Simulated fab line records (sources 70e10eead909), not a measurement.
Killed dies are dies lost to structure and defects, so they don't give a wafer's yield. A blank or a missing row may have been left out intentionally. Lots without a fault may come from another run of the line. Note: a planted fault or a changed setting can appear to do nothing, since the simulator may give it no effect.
Tool commonality check -- flow nandHarc -- Sample size 11 lots and 39 wafers

== THE REASON FOR OPENING IT ==
Flagged at NHARC_P_STI_CD_MEAS_09: reading cdNm, on 2 of 11 lots. No-fault wafers: 201.0 nm, standard deviation 1.8.
Rule: a lot is flagged when every wafer of it that has a number lies more than 4 standard deviations from that mean, or none has a number. As for the other lots, they are considered sound.

lot,measured,on,"cdNm (nm), wafer by wafer",flag
L697,day 2 15:21,cdSem-02,199.3 200.0 201.6,
L699,day 3 02:24,cdSem-03,197.8 200.7 198.4,
L701,day 3 16:57,cdSem-02,202.8 201.7 198.0,
L702,day 3 23:37,cdSem-02,201.5 202.2 204.1,
L706,day 4 23:56,cdSem-01,249.4 252.0 251.5 249.7 251.8 251.4,FLAGGED
L707,day 5 04:43,cdSem-01,201.3 203.8 202.7,
L712,day 6 08:30,cdSem-02,237.1 241.9 241.9 237.4 242.1 242.1,FLAGGED
L713,day 6 18:31,cdSem-01,202.3 201.5 200.6,
L715,day 7 01:51,cdSem-01,200.9 200.5 205.1,
L714,day 7 02:01,cdSem-01,201.5 200.2 201.8,
L717,day 7 13:21,cdSem-03,201.2 201.9 204.9,
The numbers of the flagged lots are 245.7 nm on average: +44.7 nm against the usual, or +25 standard deviations.

== TOOL THAT RAN EACH LOT ==
The record keeps 1 process step preceding the reading, out of 1159 steps on the route. Cell contents, in order: the tool; ch with the chambers the sampled wafers went through; the start.
lot,flag,NHARC_P_STI_EXPOSE_06
L697,,"krfScanner-04 ch 0, day 2 15:12"
L699,,"krfScanner-04 ch 0, day 3 02:16"
L701,,"krfScanner-04 ch 0, day 3 16:49"
L702,,"krfScanner-03 ch 0, day 3 23:28"
L706,FLAGGED,"krfScanner-03 ch 0, day 4 23:47"
L707,,"krfScanner-01 ch 0, day 5 04:34"
L712,FLAGGED,"krfScanner-03 ch 0, day 6 08:20"
L713,,"krfScanner-04 ch 0, day 6 18:22"
L715,,"krfScanner-01 ch 0, day 7 01:43"
L714,,"krfScanner-04 ch 0, day 7 01:52"
L717,,"krfScanner-04 ch 0, day 7 13:12"
What is done by these steps:
- NHARC_P_STI_EXPOSE_06: exposes mask P STI, target cd 200 nm.
- NHARC_P_STI_CD_MEAS_09: target cd 200 nm.

== FLAGGED AGAINST TOTAL, ONE TOOL AT A TIME (gauges that did the reading follow at the end) ==
step,tool,lots run,flagged,share of the flagged lots,sound lots run after its first flagged lot
NHARC_P_STI_EXPOSE_06,krfScanner-01,2,0,none,-
NHARC_P_STI_EXPOSE_06,krfScanner-03,3,2,all,0
NHARC_P_STI_EXPOSE_06,krfScanner-04,6,0,none,-
NHARC_P_STI_CD_MEAS_09,cdSem-01,5,1,some,"4 (L707,L713,L715,L714)"
NHARC_P_STI_CD_MEAS_09,cdSem-02,4,1,some,0
NHARC_P_STI_CD_MEAS_09,cdSem-03,2,0,none,-

== THE TABLE: WHAT IT ALLOWS ==
All flagged lots share 1 row of the table, namely krfScanner-03 at NHARC_P_STI_EXPOSE_06.
- krfScanner-03 at NHARC_P_STI_EXPOSE_06 ran 3 lots, 2 of them flagged. A fault beginning between L702 (day 3 23:28), its last sound lot, and L706 (day 4 23:47), its first flagged one, fits the data. Its own readings (exposureDoseMJCm2) fall more than 4 standard deviations out on all wafers of the flagged lots.
Left over: one tool, krfScanner-03 at NHARC_P_STI_EXPOSE_06.

== WHAT THE SIMULATOR HAD PUT IN ==
Process parameters drifting: krfScanner-03 at NHARC_P_STI_EXPOSE_06, beginning at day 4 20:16. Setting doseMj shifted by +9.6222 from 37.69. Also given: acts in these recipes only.
Shown lots that were struck: L706, L712. The rule above reached the same finding.
